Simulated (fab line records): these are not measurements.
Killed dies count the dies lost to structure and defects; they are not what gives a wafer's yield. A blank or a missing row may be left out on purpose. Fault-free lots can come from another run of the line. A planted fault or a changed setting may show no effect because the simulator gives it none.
fab line records    flow nand-harc
record: lots: 6  wafers: 18  last-day: 33
route steps=1302 shown A_CONTACT@1045
lots untouched by any fault: they come from a run of this same line in which no faults occurred
start-h: start of the lot's first displayed wafer, in hours after the record's first day    wait-h: hours from the lot's prior step to this one    " as in the row above    L1.1+2: one row covering several wafers at once    - no value present, or no start provided    * or withheld: withheld    < > ~ a bound
route shown NAME@n: a module of which the file shows steps, and the number in the route of the first    usual: mean and standard deviation over wafers with no fault    same: alike in all rows    chamber/n: place in a boat    sites: each site's reading    _std_site: standard deviation across them    _edge_site: mean of outer sites minus mean of inner sites    radius-mm: how far each site lies from the wafer's centre    mask NAME#n: copy n    behind: the most recent tool/chamber to have shaped the wafer    hold: the reason the lot was held/the length of the hold in hours/how it ended    device: names the non-switching transistor (n, p or np)    end of line: the route-end tests of the same wafers    where a step has no rows: the recipe by itself    killed: dies lost to structure and defects at the first sort, not the wafer's yield    map: a wafer's dies, x killed, . not, _ none there
set.NAME: setting as actually run; set.NAME@STEP: the setting as run at that earlier step    model.NAME: the simulator's own value behind a step, which no gauge read
lots at selected steps of the route; one table per step, one row per wafer
services: when a tool's chamber went out of use (start-h, in hours from the record's first day, below 0 if earlier), for how many hours, and the reason
== steps ==
step: NHARC_A_CONTACT_ETCH_77
recipe: target-depth-a: 1089  time-s: 54.5  cf4-flow-sccm: 100  chf3-flow-sccm: 30  ar-flow-sccm: 0  rf-w: 500  bias-w: 200  chemistry: CF4/CHF3
step: NHARC_A_CONTACT_ETCH_78
recipe: target-depth-a: 53000  over-etch-frac: 0.3  time-s: 1378  ion-energy-ev: 150  o2-flow-sccm: 400  cos-flow-sccm: 20  ar-flow-sccm: 0  rf-w: 500  bias-w: 300  chemistry: O2/COS
step: NHARC_A_CONTACT_ETCH_124
recipe: source-w: withheld  pressure-mtorr: 20  bias-v: withheld  time-s: 140  target-depth-a: 7000  ar-flow-sccm: withheld  c4f8-flow-sccm: withheld  o2-flow-sccm: withheld  chemistry: C4F8/O2/Ar
step: NHARC_A_CONTACT_ETCH_125
recipe: source-w: withheld  pressure-mtorr: 20  bias-v: 3000  time-s: 197  target-depth-a: 19180  ar-flow-sccm: withheld  c4f8-flow-sccm: withheld  o2-flow-sccm: withheld  chemistry: C4F8/O2/Ar
lot.wafer  tool             chamber  start-h  wait-h  rf-hours-counter-h
L571.2     har-cap-etch-03  1        527.64   0.2     45
L571.3     "                1        "        "       -
L571.6     "                0        "        "       -
L570.2     har-cap-etch-02  1        530.58   0.2     89
L570.4     "                1        "        "       -
L570.3     "                0        "        "       -
L573.2     har-cap-etch-02  0        555.41   0.2     92
L573.3     "                1        "        "       -
L573.5     "                1        "        "       -
L582.2     har-cap-etch-03  1        641.33   0.2     67
L582.3     "                0        "        "       -
L582.5     "                1        "        "       -
L583.1     har-cap-etch-01  0        644.77   0.2     26
L583.3     "                1        "        "       -
L583.4     "                0        "        "       -
L591.4     har-cap-etch-01  1        715.07   0.2     -
L591.5     "                0        "        "       -
L591.6     "                1        "        "       -
step: NHARC_A_CONTACT_ETCH_126
recipe: source-w: withheld  pressure-mtorr: 20  bias-v: 3000  time-s: 197  target-depth-a: 19180  ar-flow-sccm: withheld  c4f8-flow-sccm: withheld  o2-flow-sccm: withheld  chemistry: C4F8/O2/Ar
lot.wafer  tool             chamber  start-h  wait-h  rf-hours-counter-h
L571.2     har-cap-etch-03  1        527.81   0.1     45
L571.3     "                1        "        "       -
L571.6     "                0        "        "       -
L570.2     har-cap-etch-02  1        530.82   0.2     89
L570.4     "                1        "        "       -
L570.3     "                0        "        "       -
L573.2     har-cap-etch-02  0        555.58   0.1     92
L573.3     "                1        "        "       -
L573.5     "                1        "        "       -
L582.2     har-cap-etch-03  1        641.51   0.1     67
L582.3     "                0        "        "       -
L582.5     "                1        "        "       -
L583.1     har-cap-etch-01  0        644.95   0.1     26
L583.3     "                1        "        "       -
L583.4     "                0        "        "       -
L591.4     har-cap-etch-01  1        715.24   0.1     -
L591.5     "                0        "        "       -
L591.6     "                1        "        "       -
step: NHARC_A_CONTACT_ETCH_127
recipe: source-w: withheld  pressure-mtorr: 20  bias-v: 3000  time-s: 197  target-depth-a: 19180  ar-flow-sccm: withheld  c4f8-flow-sccm: withheld  o2-flow-sccm: withheld  chemistry: C4F8/O2/Ar
step: NHARC_A_CONTACT_ETCH_128
recipe: source-w: withheld  pressure-mtorr: 20  bias-v: 3000  time-s: 197  target-depth-a: 19180  ar-flow-sccm: withheld  c4f8-flow-sccm: withheld  o2-flow-sccm: withheld  chemistry: C4F8/O2/Ar
lot.wafer  tool             chamber  start-h  wait-h  rf-hours-counter-h
L571.2     har-cap-etch-03  1        528.16   0.1     46
L571.3     "                1        "        "       -
L571.6     "                0        "        "       -
L570.2     har-cap-etch-02  1        531.29   0.2     89
L570.4     "                1        "        "       -
L570.3     "                0        "        "       -
L573.2     har-cap-etch-02  0        555.94   0.1     93
L573.3     "                1        "        "       -
L573.5     "                1        "        "       -
L582.2     har-cap-etch-03  1        641.87   0.1     67
L582.3     "                0        "        "       -
L582.5     "                1        "        "       -
L583.1     har-cap-etch-01  0        645.30   0.1     26
L583.3     "                1        "        "       -
L583.4     "                0        "        "       -
L591.4     har-cap-etch-01  1        715.59   0.1     -
L591.5     "                0        "        "       -
L591.6     "                1        "        "       -
step: NHARC_A_CONTACT_ETCH_129
recipe: source-w: withheld  pressure-mtorr: 20  bias-v: 3000  time-s: 197  target-depth-a: 19180  ar-flow-sccm: withheld  c4f8-flow-sccm: withheld  o2-flow-sccm: withheld  chemistry: C4F8/O2/Ar
step: NHARC_A_CONTACT_ETCH_130
recipe: source-w: withheld  pressure-mtorr: 20  bias-v: 3000  time-s: 197  target-depth-a: 19180  ar-flow-sccm: withheld  c4f8-flow-sccm: withheld  o2-flow-sccm: withheld  chemistry: C4F8/O2/Ar
step: NHARC_A_CONTACT_ETCH_131
recipe: source-w: withheld  pressure-mtorr: 20  bias-v: 3000  time-s: 197  target-depth-a: 19180  ar-flow-sccm: withheld  c4f8-flow-sccm: withheld  o2-flow-sccm: withheld  chemistry: C4F8/O2/Ar
step: NHARC_A_CONTACT_ETCH_132
recipe: source-w: withheld  pressure-mtorr: 20  bias-v: 3000  time-s: 197  target-depth-a: 19240  ar-flow-sccm: withheld  c4f8-flow-sccm: withheld  o2-flow-sccm: withheld  chemistry: C4F8/O2/Ar
lot.wafer  tool             chamber  start-h  wait-h  rf-hours-counter-h
L571.2     har-cap-etch-03  1        528.88   0.1     46
L571.3     "                1        "        "       -
L571.6     "                0        "        "       -
L570.2     har-cap-etch-02  1        532.23   0.2     90
L570.4     "                1        "        "       -
L570.3     "                0        "        "       -
L573.2     har-cap-etch-02  0        556.64   0.1     93
L573.3     "                1        "        "       -
L573.5     "                1        "        "       -
L582.2     har-cap-etch-03  1        642.57   0.1     68
L582.3     "                0        "        "       -
L582.5     "                1        "        "       -
L583.1     har-cap-etch-01  0        646.01   0.1     27
L583.3     "                1        "        "       -
L583.4     "                0        "        "       -
L591.4     har-cap-etch-01  1        716.30   0.1     -
L591.5     "                0        "        "       -
L591.6     "                1        "        "       -
step: NHARC_A_CONTACT_ETCH_133
recipe: source-w: withheld  pressure-mtorr: 20  bias-v: 400  time-s: 374  target-depth-a: 16100  ar-flow-sccm: withheld  c4f8-flow-sccm: 11.5  o2-flow-sccm: 7.2  chemistry: C4F8/O2/Ar
lot.wafer  tool             chamber  start-h  wait-h  rf-hours-counter-h
L571.2     har-cap-etch-03  1        529.05   0.1     47
L571.3     "                1        "        "       -
L571.6     "                0        "        "       -
L570.2     har-cap-etch-02  1        532.46   0.2     90
L570.4     "                1        "        "       -
L570.3     "                0        "        "       -
L573.2     har-cap-etch-02  0        556.86   0.2     93
L573.3     "                1        "        "       -
L573.5     "                1        "        "       -
L582.2     har-cap-etch-03  1        642.79   0.2     68
L582.3     "                0        "        "       -
L582.5     "                1        "        "       -
L583.1     har-cap-etch-01  0        646.23   0.2     27
L583.3     "                1        "        "       -
L583.4     "                0        "        "       -
L591.4     har-cap-etch-01  1        716.60   0.3     -
L591.5     "                0        "        "       -
L591.6     "                1        "        "       -
step: NHARC_A_CONTACT_ETCH_91
recipe: target-depth-a: 400  over-etch-frac: 0.5  time-s: 85.7  ion-energy-ev: 120  ch3f-flow-sccm: 50  o2-flow-sccm: 30  ar-flow-sccm: 200  rf-w: 500  bias-w: 100  chemistry: CH3F/O2
usual: bias-w: 100.07/0.28  drypump-motor-current-A: 5.7/0.31  oes-product-au: 0.94/0.034  rf-vpp-V: 244.9/1.9  showerhead-plenum-p-Torr: 2.51/0.12  throttle-valve-pct: 20.664/0.0082
lot.wafer  tool         chamber  start-h  wait-h  bias-w  drypump-motor-current-A  oes-product-au  rf-hours-counter-h  rf-vpp-V  showerhead-plenum-p-Torr  throttle-valve-pct
L571.2     rie-diel-02  2        529.84   0.7     99.83   5.3                      0.92            48                  243.5     2.40                      20.684
L571.3     "            2        "        "       99.81   5.3                      0.93            -                   244.1     2.40                      20.665
L571.6     "            2        "        "       100.03  5.3                      0.91            -                   243.1     2.40                      20.670
L570.4     rie-diel-11  2        533.39   0.6     100.57  5.7                      0.91            16                  241.5     2.33                      20.660
L570.2     "            3        "        "       99.93   5.9                      0.92            14                  244.9     2.46                      20.666
L570.3     "            1        "        "       99.53   5.7                      0.91            16                  246.5     2.65                      20.661
L573.2     rie-diel-11  3        557.58   0.6     100.02  5.9                      0.92            15                  246.2     2.46                      20.667
L573.3     "            2        "        "       100.34  5.7                      0.91            17                  243.3     2.33                      20.658
L573.5     "            0        "        "       99.73   6.0                      0.92            -                   246.5     2.64                      20.680
L582.3     rie-diel-11  0        643.53   0.6     99.93   6.0                      0.74            4                   247.0     2.64                      20.670
L582.2     "            1        "        "       100.04  5.7                      0.73            3                   247.4     2.65                      20.653
L582.5     "            3        "        "       99.82   5.9                      0.75            -                   244.1     2.45                      20.662
L583.4     rie-diel-11  2        646.94   0.5     100.26  5.7                      0.74            4                   241.2     2.33                      20.678
L583.3     "            3        "        "       99.88   5.9                      0.75            4                   243.8     2.45                      20.663
L583.1     "            1        "        "       100.24  5.7                      0.74            3                   246.6     2.65                      20.666
L591.4     rie-diel-02  0        717.21   0.5     100.45  6.4                      0.92            36                  246.2     2.51                      20.647
L591.5     "            1        "        "       100.17  5.7                      0.92            -                   245.9     2.61                      20.662
L591.6     "            2        "        "       100.14  5.3                      0.92            -                   243.4     2.38                      20.650
step: NHARC_A_CONTACT_ETCH_97
recipe: target-depth-a: 200  over-etch-frac: 0.5  time-s: 10  ion-energy-ev: 250  c4f6-flow-sccm: 25  o2-flow-sccm: 20  ar-flow-sccm: 500  rf-w: 600  bias-w: 500  chemistry: C4F6/O2
== services ==
tool             chamber  start-h  hours  kind
rie-diel-02      3        511.44   34.3   repair
har-cap-etch-01  0        514.06   -      clean
har-cap-etch-01  1        514.06   -      clean
rie-diel-11      0        515.14   -      clean
rie-diel-11      1        515.14   -      clean
rie-diel-11      2        515.14   -      clean
rie-diel-11      3        515.14   -      clean
rie-diel-11      0        539.64   -      clean
rie-diel-11      1        539.64   -      clean
rie-diel-11      2        539.64   -      clean
rie-diel-11      3        539.64   -      clean
rie-diel-11      0        564.14   -      clean
rie-diel-11      1        564.14   -      clean
rie-diel-11      2        564.14   -      clean
rie-diel-11      3        564.14   -      clean
rie-diel-02      -        571.62   9.0    pm
rie-diel-11      0        588.21   5.9    repair
rie-diel-11      1        588.64   -      clean
rie-diel-02      2        608.45   27.5   repair
rie-diel-11      -        609.50   9.0    pm
rie-diel-02      0        634.95   11.6   repair
rie-diel-02      3        663.79   7.2    repair
rie-diel-02      0        668.40   11.0   repair
har-cap-etch-02  -        677.23   2.9    repair
== key ==
first-sign: step: NHARC_A_CONTACT_ETCH_91  reading: oes-product-au  direction: down  sigmas: 5.9  usual: 0.94  struck: 0.74
effect none on later readings
met-at NHARC_A_CONTACT_ETCH_91
struck-wafers L582.2,L582.3,L582.5,L583.1,L583.3,L583.4
later-rows-left-out L582.5,L583.3
sort-left-out L582.2,L582.3,L582.5,L583.1,L583.3,L583.4
tester-left-out L582,L583
onset-between 557.58 643.53
fault: kind: process-parameter-drift  tool: rie-diel-11  chamber: -  onset-h: 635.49  steps: NHARC_A_CONTACT_ETCH_91  channel: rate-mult  offset: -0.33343  shape: step  end-h: 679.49
tester-left-out: of these lots the tester's yield and bins aren't shown, on N5 and GAA mostly nor the transistor test; their killed dies are dies lost to structure and defects alone, not to doping, threshold or leakage, so they don't give the yield
sort-left-out: the simulated sort isn't trusted on such a fault, so these wafers' sort isn't shown, and their yield isn't known
later-rows-left-out: the simulator's readings of these wafers behind a module that went badly wrong aren't trusted and aren't shown, but for the sort
